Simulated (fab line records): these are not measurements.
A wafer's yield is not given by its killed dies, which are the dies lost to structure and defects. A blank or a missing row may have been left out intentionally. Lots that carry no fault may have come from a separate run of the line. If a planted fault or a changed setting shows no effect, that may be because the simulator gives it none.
Which tool did it?    flow n5 finfet    11 lots with 30 wafers sampled at 4 steps, on a route of 1938 steps

== WHAT THE GAUGES SHOWED, per wafer ==
The record lacks any reading of a measuring or inspecting step that a usual standard deviation could be used to judge.

== TOOL THAT RAN EACH LOT (tool first, then ch and the chambers of the sampled wafers, then the start) ==
lot   N5_BEOL_M10_VIA_ETCH_34             N5_BEOL_M10_TRENCH_ETCH_37                     N5_BEOL_M10_STRIP_77                           N5_BEOL_M10_CVD_75
L163  rie diel-05 ch 1,2, day 10 19:10    rie diel-05 ch 1,2, day 10 20:34 or earlier    rie diel-05 ch 1,2, day 10 20:34 or earlier    cvd co-01 ch 0,2, day 10 20:34
L165  rie diel-05 ch 1,2, day 10 21:07    rie diel-05 ch 1,2, day 10 23:37 or earlier    rie diel-05 ch 1,2, day 10 23:37 or earlier    cvd co-01 ch 0,1,2, day 10 23:37
L164  rie diel-06 ch 0,1,2, day 10 22:26  rie diel-06 ch 0,1,2, day 10 23:42 or earlier  rie diel-06 ch 0,1,2, day 10 23:42 or earlier  cvd co-01 ch 1,2, day 10 23:42
L168  rie diel-05 ch 0,3, day 11 16:28    rie diel-05 ch 0,3, day 11 19:35 or earlier    rie diel-05 ch 0,3, day 11 19:35 or earlier    cvd co-02 ch 0,1, day 11 19:35
L173  rie diel-04 ch 1,2,3, day 12 21:27  rie diel-04 ch 1,2,3, day 13 00:34 or earlier  rie diel-04 ch 1,2,3, day 13 00:34 or earlier  cvd co-02 ch 0,2, day 13 00:34
L172  rie diel-04 ch 0,1,2, day 13 12:46  rie diel-04 ch 0,1,2, day 13 14:13 or earlier  rie diel-04 ch 0,1,2, day 13 14:13 or earlier  cvd co-01 ch 0,1,2, day 13 14:13
L176  rie diel-05 ch 1,2, day 13 14:59    rie diel-05 ch 1,2, day 13 16:29 or earlier    rie diel-05 ch 1,2, day 13 16:29 or earlier    cvd co-02 ch 0,1, day 13 16:29
L177  rie diel-05 ch 0,3, day 13 21:16    rie diel-05 ch 0,3, day 14 00:16 or earlier    rie diel-05 ch 0,3, day 14 00:16 or earlier    cvd co-01 ch 0,1,2, day 14 00:16
L179  rie diel-05 ch 1,3, day 14 05:00    rie diel-05 ch 1,3, day 14 06:55 or earlier    rie diel-05 ch 1,3, day 14 06:55 or earlier    cvd co-02 ch 0,1, day 14 06:55
L178  rie diel-06 ch 0,1, day 14 05:28    rie diel-06 ch 0,1, day 14 08:50 or earlier    rie diel-06 ch 0,1, day 14 08:50 or earlier    cvd co-02 ch 0,2, day 14 08:50
L185  rie diel-05 ch 0,2, day 16 03:07    rie diel-05 ch 0,2, day 16 05:03 or earlier    rie diel-05 ch 0,2, day 16 05:03 or earlier    cvd co-01 ch 0,1, day 16 05:03
- N5_BEOL_M10_VIA_ETCH_34: etches SiCOH lowk in C4F6/O2, target depth 184.5 nm, time 69.2 s.
- N5_BEOL_M10_TRENCH_ETCH_37: etches SiCOH lowk in C4F6/O2, target depth 148.83 nm, time 48 s.
- N5_BEOL_M10_STRIP_77: strips in N2/H2, time 10 s.
- N5_BEOL_M10_CVD_75: deposits Co from CCTBA/H2, target thk 2 nm, time 138.9 s.

== WHAT THE TOOLS THEMSELVES READ (means of the sampled wafers that have a number; where no wafer has one, the mark that the record gives instead) ==
N5_BEOL_M10_VIA_ETCH_34. Usual: O2_flow_sccm 10.004 sccm, standard deviation 0.028; bias w 185.0 W, standard deviation 0.56; drypump motor current A 5.8 A, standard deviation 0.39; oes product au 0.81 a.u., standard deviation 0.071; rf vpp V 668 V, standard deviation 5.9; showerhead plenum p Torr 2.89 Torr, standard deviation 0.086; throttle valve pct 20.73 %, standard deviation 0.26.
lot   tool         O2_flow_sccm (sccm)  bias w (W)  drypump motor current A (A)  oes product au (a.u.)  rf vpp V (V)  showerhead plenum p Torr (Torr)  throttle valve pct (%)  flag
L163  rie diel-05  10.022               184.8       5.7                          0.76                   672           2.93                             20.57                   
L165  rie diel-05  9.997                184.9       5.7                          0.76                   671           2.93                             20.57                   
L164  rie diel-06  9.992                185.2       6.0                          0.77                   661           2.85                             20.83                   
L168  rie diel-05  9.999                184.9       5.4                          0.89                   667           2.94                             20.86                   
L173  rie diel-04  10.008               185.6       5.8                          0.82                   670           2.87                             20.76                   
L172  rie diel-04  10.011               184.8       5.8                          0.80                   673           2.87                             20.85                   
L176  rie diel-05  9.992                185.0       5.7                          0.77                   670           2.91                             20.55                   
L177  rie diel-05  10.018               185.1       5.4                          0.84                   667           2.93                             20.89                   
L179  rie diel-05  10.032               184.9       5.8                          0.78                   671           2.87                             20.75                   
L178  rie diel-06  10.029               185.0       6.2                          0.75                   660           2.90                             20.80                   
L185  rie diel-05  9.999                184.6       5.3                          0.81                   665           2.95                             20.77                   

N5_BEOL_M10_TRENCH_ETCH_37. Usual: O2_flow_sccm 10.00 sccm, standard deviation 0.032; bias w 185.0 W, standard deviation 0.6; drypump motor current A 5.8 A, standard deviation 0.39; oes product au 0.81 a.u., standard deviation 0.071; rf vpp V 668 V, standard deviation 5.9; showerhead plenum p Torr 2.89 Torr, standard deviation 0.086; throttle valve pct 20.76 %, standard deviation 0.26.
lot   tool         O2_flow_sccm (sccm)  bias w (W)  drypump motor current A (A)  oes product au (a.u.)  rf vpp V (V)  showerhead plenum p Torr (Torr)  throttle valve pct (%)  flag
L163  rie diel-05  10.00                185.4       5.7                          0.77                   671           2.93                             20.60                   
L165  rie diel-05  9.97                 185.2       5.7                          0.77                   671           2.93                             20.61                   
L164  rie diel-06  9.96                 185.2       6.0                          0.76                   661           2.85                             20.86                   
L168  rie diel-05  10.00                184.9       5.4                          0.88                   667           2.94                             20.88                   
L173  rie diel-04  10.02                185.2       5.8                          0.81                   669           2.87                             20.78                   
L172  rie diel-04  10.01                185.4       5.8                          0.80                   673           2.87                             20.89                   
L176  rie diel-05  10.02                185.3       5.7                          0.76                   670           2.91                             20.57                   
L177  rie diel-05  9.98                 184.3       5.4                          0.85                   666           2.93                             20.91                   
L179  rie diel-05  9.98                 184.9       5.8                          0.79                   672           2.87                             20.79                   
L178  rie diel-06  10.04                186.2       6.2                          0.76                   660           2.90                             20.83                   
L185  rie diel-05  10.03                184.6       5.3                          0.80                   665           2.95                             20.80                   

N5_BEOL_M10_STRIP_77. Usual: drypump motor current A 5.8 A, standard deviation 0.39; oes product au 0.81 a.u., standard deviation 0.07; rf vpp V 59.3 V, standard deviation 0.94; showerhead plenum p Torr 2.58 Torr, standard deviation 0.083; throttle valve pct 23.4 %, standard deviation 0.32.
lot   tool         drypump motor current A (A)  oes product au (a.u.)  rf vpp V (V)  showerhead plenum p Torr (Torr)  throttle valve pct (%)  flag
L163  rie diel-05  5.7                          0.78                   59.4          2.63                             23.2                    
L165  rie diel-05  5.7                          0.77                   59.2          2.63                             23.2                    
L164  rie diel-06  6.0                          0.77                   58.5          2.55                             23.5                    
L168  rie diel-05  5.4                          0.88                   60.4          2.63                             23.7                    
L173  rie diel-04  5.8                          0.82                   60.2          2.57                             23.5                    
L172  rie diel-04  5.7                          0.80                   59.7          2.56                             23.5                    
L176  rie diel-05  5.7                          0.77                   60.1          2.60                             23.1                    
L177  rie diel-05  5.4                          0.85                   59.6          2.62                             23.7                    
L179  rie diel-05  5.8                          0.80                   59.6          2.56                             23.4                    
L178  rie diel-06  6.2                          0.76                   59.8          2.59                             23.6                    
L185  rie diel-05  5.3                          0.81                   59.5          2.64                             23.5                    

N5_BEOL_M10_CVD_75. Usual: run length s reads 161.7 s (standard deviation 0.52).
lot   tool       run length s (s)  flag
L163  cvd co-01  161.1             
L165  cvd co-01  161.7             
L164  cvd co-01  161.1             
L168  cvd co-02  161.6             
L173  cvd co-02  162.1             
L172  cvd co-01  161.5             
L176  cvd co-02  163.4             OFF
L177  cvd co-01  161.5             
L179  cvd co-02  163.5             OFF
L178  cvd co-02  163.7             OFF
L185  cvd co-01  161.5             

== THE ANSWER, worked out from the rows above alone ==
Rule: take the mean of a lot's wafers that have a number; if it is more than 3 standard deviations from the usual mean, the lot is off. A lot without any number at a reading at which 4 lots or more have one is off too. All remaining lots with rows at the step are treated as sound. The gauges are gone through in route order, then the tools' own readings, and for those a lot's mean is taken as printed above. At the first step where some lot is off, the reading lying furthest off is the one used; lots without a number count as furthest.
Off: L176, L179, L178 (N5_BEOL_M10_CVD_75, run length s).
A tool fits if, at that step or a process step before it, it ran every lot that is off, and no sound lot after the first of them. N5_BEOL_M10_TRENCH_ETCH_37: start missing for some lots; hours and lot order therefore follow N5_BEOL_M10_CVD_75. N5_BEOL_M10_STRIP_77: start missing for some lots; hours and lot order therefore follow N5_BEOL_M10_CVD_75. One fits: N5_BEOL_M10_CVD_75 on cvd co-02. A fault onset in the window from L173 (day 13 00:34, its last sound lot) to L176 (day 13 16:29, its first lot off) fits.
On the lots that are off, the tool's own readings at N5_BEOL_M10_CVD_75 differ by more than 5 times the standard deviation of the sound lots' means, which bears it out; run length s reads 163.5 s there versus 161.5 s on the sound lots.

== WHAT THE SIMULATOR HAD INSERTED ==
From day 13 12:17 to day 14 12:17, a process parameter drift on cvd co-02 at N5_BEOL_M10_CVD_75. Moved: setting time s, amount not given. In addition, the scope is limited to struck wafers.
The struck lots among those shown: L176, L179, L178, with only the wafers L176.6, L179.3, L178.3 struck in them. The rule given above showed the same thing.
